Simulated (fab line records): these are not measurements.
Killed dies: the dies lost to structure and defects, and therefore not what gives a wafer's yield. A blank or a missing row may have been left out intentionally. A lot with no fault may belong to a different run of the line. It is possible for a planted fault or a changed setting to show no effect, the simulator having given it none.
Matching of chambers / flow nand_harc / NHARC_A_WL_FILL_ALD_02 on ald_metal-03: 4 sister chambers
The step deposits TiN, target thk 2 nm, pulse time 3 s, ald cycles 100. 4 wafers are shown with their chamber, then 9 later ones without.

WAFERS PAIRED WITH THEIR CHAMBERS
wafer=L086.1; chamber=2; heater_power_outer_w (W)=694
wafer=L093.1; chamber=3; heater_power_outer_w (W)=634
wafer=L093.2; chamber=0; heater_power_outer_w (W)=748
wafer=L093.3; chamber=1; heater_power_outer_w (W)=687

WAFERS WHOSE CHAMBER IS MISSING
wafer=L095.2; heater_power_outer_w (W)=684
wafer=L095.4; heater_power_outer_w (W)=744
wafer=L095.6; heater_power_outer_w (W)=682
wafer=L092.2; heater_power_outer_w (W)=643
wafer=L092.3; heater_power_outer_w (W)=701
wafer=L092.6; heater_power_outer_w (W)=663
wafer=L097.1; heater_power_outer_w (W)=745
wafer=L097.2; heater_power_outer_w (W)=672
wafer=L097.6; heater_power_outer_w (W)=698

CHAMBER TAKEN BY EACH
wafer=L095.2; from the rows above=can't be placed: 1 or 2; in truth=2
wafer=L095.4; from the rows above=0; in truth=0
wafer=L095.6; from the rows above=can't be placed: 1 or 2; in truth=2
wafer=L092.2; from the rows above=3; in truth=3
wafer=L092.3; from the rows above=can't be placed: 2 or 1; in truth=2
wafer=L092.6; from the rows above=can't be placed: 1 or 3 or 2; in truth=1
wafer=L097.1; from the rows above=0; in truth=0
wafer=L097.2; from the rows above=can't be placed: 1 or 2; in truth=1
wafer=L097.6; from the rows above=can't be placed: 2 or 1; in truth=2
Correctly placed: 3 of 9. Unplaceable from these rows: 6, with the true chamber sitting among the candidates in 6. 0 placed wrongly.
How it was worked out, from the rows above alone: a wafer's distance from a chamber is the root of the sum, over the readings, of the square of ((its reading less the chamber's mean) divided by the reading's scatter). The wafer belongs to the nearest chamber; if the next one is less than 2 further off, it can't be placed. The mean given for a chamber averages the wafers shown for that chamber. The scatter: root of mean squared gap, hidden wafer to nearest shown wafer, with one shown wafer a chamber.
